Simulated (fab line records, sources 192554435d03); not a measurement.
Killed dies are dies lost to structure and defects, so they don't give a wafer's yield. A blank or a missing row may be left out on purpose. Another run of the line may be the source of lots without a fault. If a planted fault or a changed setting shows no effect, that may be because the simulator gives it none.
Which tool was responsible?    flow n5-finfet    11 lots, 29 wafers sampled, at 5 steps of a route of 1938

== WHAT THE GAUGES READ, wafer by wafer ==
N5_BEOL_M0_SAQP_CD_MEAS_14 targets a cd of 42.5 nm.
lot   measured      on         cd-nm (nm)
L877  day 5 10:14   cd-sem-02  42.3 41.7 42.4
L878  day 5 19:53   cd-sem-03  42.3 42.7 41.7
L879  day 6 00:32   cd-sem-01  42.9 42.5 43.0
L881  day 6 11:33   cd-sem-02  42.5 43.1 42.4
L884  day 7 07:29   cd-sem-01  42.8 42.6 42.4
L886  day 7 22:58   cd-sem-03  42.2 42.9
L887  day 8 01:43   cd-sem-02  42.5 42.6 42.0
L888  day 8 06:46   cd-sem-01  42.9 42.2
L894  day 10 03:55  cd-sem-03  43.0 42.4
L898  day 10 18:22  cd-sem-03  42.8 43.2 42.8
L900  day 11 07:58  cd-sem-02  42.2 42.0

N5_BEOL_M0_SAQP_INSPECT_16: inspects for defects (brightfield).
lot   measured      on                 raw-defect-count
L877  day 5 10:17   defect-inspect-02  353 580 495
L878  day 5 19:56   defect-inspect-02  551 1002 474
L879  day 6 00:35   defect-inspect-02  788 586 603
L881  day 6 11:36   defect-inspect-01  470 405 394
L884  day 7 07:32   defect-inspect-02  681 693 420
L886  day 7 23:01   defect-inspect-02  448 406
L887  day 8 01:46   defect-inspect-01  530 649 324
L888  day 8 06:49   defect-inspect-02  771 777
L894  day 10 03:59  defect-inspect-02  525 518
L898  day 10 18:26  defect-inspect-01  570 548 610
L900  day 11 08:01  defect-inspect-01  414 273

N5_BEOL_M4_RC_MEAS_101.
lot   measured      on         DIBL_N (mV/V)   DIBL_P (mV/V)  IOFF_N (nA/um)  IOFF_P (nA/um)  ION_N (uA/um)  ION_P (uA/um)  SS_N (mV/dec)   SS_P (mV/dec)   VT_N (mV)    VT_P (mV)
L877  day 8 11:45   prober-02  39.7 38.3 39.1  42 39 41       0.23 0.19 0.21  0.30 0.22 0.27  684 667 673    470 455 467    72.4 71.9 72.2  74.6 73.9 74.2  245 249 245  -248 -253 -248
L878  day 8 14:59   prober-01  39.5 36.7 34.4  40 37 33       0.21 0.15 0.13  0.29 0.22 0.17  680 671 654    466 461 450    72.7 71.6 71.9  74.0 73.3 71.9  248 251 255  -246 -251 -253
L879  day 9 08:23   prober-02  35.7 37.7 34.8  35 36 34       0.16 0.19 0.14  0.22 0.22 0.18  671 677 656    464 461 455    71.8 72.6 71.9  72.9 73.0 72.3  249 251 253  -249 -249 -249
L881  day 9 08:38   prober-01  35.0 34.1 36.0  34 32 35       0.13 0.12 0.14  0.16 0.14 0.17  664 652 664    455 445 453    71.5 71.4 71.1  73.0 72.2 72.8  253 256 255  -251 -257 -255
L884  day 9 21:47   prober-02  36.1 33.4 36.5  34 31 36       0.14 0.11 0.15  0.20 0.16 0.22  674 656 677    464 453 474    72.4 71.2 72.2  72.6 71.6 73.4  252 256 253  -250 -252 -250
L886  day 10 14:05  prober-01  39.7 34.1       37 32          0.20 0.10       0.19 0.13       670 651        449 446        73.0 71.8       74.5 72.7       251 259      -256 -258
L887  day 10 18:53  prober-02  37.4 37.3 38.5  35 39 39       0.20 0.17 0.20  0.18 0.22 0.22  679 670 672    453 455 449    72.4 71.4 73.4  73.6 74.0 74.6  248 251 250  -253 -252 -251
L888  day 10 18:41  prober-01  35.6 37.2       36 38          0.17 0.22       0.20 0.23       678 698        462 465        72.4 71.5       73.2 74.4       250 244      -251 -250
L894  day 12 18:37  prober-02  32.8 36.2       32 36          0.11 0.17       0.16 0.23       661 673        456 466        70.1 71.6       71.6 73.3       256 248      -254 -248
L898  day 13 21:18  prober-02  32.5 36.1 37.3  33 37 39       0.12 0.17 0.21  0.14 0.18 0.22  665 690 697    453 459 464    71.2 71.7 72.5  72.1 72.8 74.6  252 249 244  -255 -255 -252
L900  day 14 00:36  prober-01  37.6 37.8       38 39          0.16 0.19       0.19 0.22       662 681        448 460        71.7 71.8       73.5 73.7       254 249      -253 -252

== WHAT TOOL EACH LOT RAN ON (gives the tool, then ch and the chambers of the sampled wafers, and finally the start) ==
lot   N5_BEOL_M0_SAQP_ETCH_101            N5_BEOL_M0_SAQP_RECESS_109
L877  rie-diel-03 ch 0,2,3, day 5 12:16   vapor-etch-01 ch 0,1, day 5 13:05
L878  rie-diel-01 ch 1,2,3, day 5 21:42   vapor-etch-01 ch 0,1, day 5 22:41
L879  rie-diel-01 ch 0,1,3, day 6 02:13   vapor-etch-01 ch 0,1, day 6 03:03
L881  rie-diel-03 ch 0,3, day 6 13:26     vapor-etch-01 ch 0,1, day 6 14:16
L884  rie-diel-03 ch 0,1,3, day 7 09:11   vapor-etch-01 ch 0,1, day 7 10:01
L886  rie-diel-03 ch 0,2, day 8 00:56     vapor-etch-02 ch 0,1, day 8 01:58
L887  rie-diel-04 ch 0,1,3, day 8 03:28   vapor-etch-02 ch 0,1, day 8 04:23
L888  rie-diel-01 ch 0,2, day 8 08:27     vapor-etch-01 ch 0, day 8 09:19
L894  rie-diel-01 ch 1,3, day 10 05:42    vapor-etch-02 ch 0,1, day 10 06:32
L898  rie-diel-01 ch 1,2,3, day 10 20:09  vapor-etch-02 ch 0,1, day 10 21:28
L900  rie-diel-01 ch 0,3, day 11 09:40    vapor-etch-01 ch 1, day 11 10:29
- N5_BEOL_M0_SAQP_ETCH_101: etches SiNx in CH3F/O2, target depth 29.9 nm, time 42.7 s.
- N5_BEOL_M0_SAQP_RECESS_109: chemistry HF/NH3, target SiO2, target depth 3 nm, afs cycles 1, sublimation time 60 s.

== WHAT THE TOOLS THEMSELVES READ (means of the sampled wafers that have a number; where no wafer has one, the mark that the record gives instead) ==
N5_BEOL_M0_SAQP_ETCH_101.
lot   tool         drypump-motor-current-A (A)  oes-product-au (a.u.)  rf-vpp-V (V)  showerhead-plenum-p-Torr (Torr)  throttle-valve-pct (%)
L877  rie-diel-03  5.7                          0.80                   303           2.08                             16.60
L878  rie-diel-01  6.0                          0.76                   297           1.98                             16.49
L879  rie-diel-01  5.8                          0.80                   302           1.97                             16.36
L881  rie-diel-03  5.8                          0.84                   304           2.08                             16.51
L884  rie-diel-03  5.6                          0.80                   301           2.05                             16.47
L886  rie-diel-03  5.7                          0.82                   310           2.12                             16.64
L887  rie-diel-04  5.5                          0.83                   298           1.98                             16.14
L888  rie-diel-01  6.0                          0.79                   305           2.06                             16.28
L894  rie-diel-01  5.8                          0.86                   296           1.92                             16.59
L898  rie-diel-01  6.0                          0.82                   298           1.97                             16.57
L900  rie-diel-01  5.7                          0.90                   302           1.98                             16.36

N5_BEOL_M0_SAQP_RECESS_109.
lot   tool           drypump-motor-current-A (A)
L877  vapor-etch-01  5.8
L878  vapor-etch-01  5.4
L879  vapor-etch-01  5.4
L881  vapor-etch-01  5.4
L884  vapor-etch-01  5.8
L886  vapor-etch-02  6.0
L887  vapor-etch-02  5.8
L888  vapor-etch-01  6.3
L894  vapor-etch-02  6.0
L898  vapor-etch-02  6.3
L900  vapor-etch-01  4.9

== THE ANSWER, worked out from the rows above alone ==
Rule: what is usual is taken from the lots themselves. Put in order of their means at a reading, lots are off if they are a third of the lots or fewer, leave a main group of 4 or more, and stand apart from it by a gap of 3 or more times the standard deviation of the main group's means; of several such gaps the widest counts. Not used: any main group whose means are identical at the precision the tables above print for the reading. A lot without any number at a reading at which 4 lots or more have one is off too. Any other lot the step has rows for is counted as sound. After the gauges, taken in route order, come the tools' own readings; for these a lot's mean is taken, as printed above. At the first step where some lot is off, the reading lying furthest off is the one used; lots without a number count as furthest.
None of the lots is off at any reading shown; this tells nothing.

== WHAT HAD BEEN PUT IN BY THE SIMULATOR ==
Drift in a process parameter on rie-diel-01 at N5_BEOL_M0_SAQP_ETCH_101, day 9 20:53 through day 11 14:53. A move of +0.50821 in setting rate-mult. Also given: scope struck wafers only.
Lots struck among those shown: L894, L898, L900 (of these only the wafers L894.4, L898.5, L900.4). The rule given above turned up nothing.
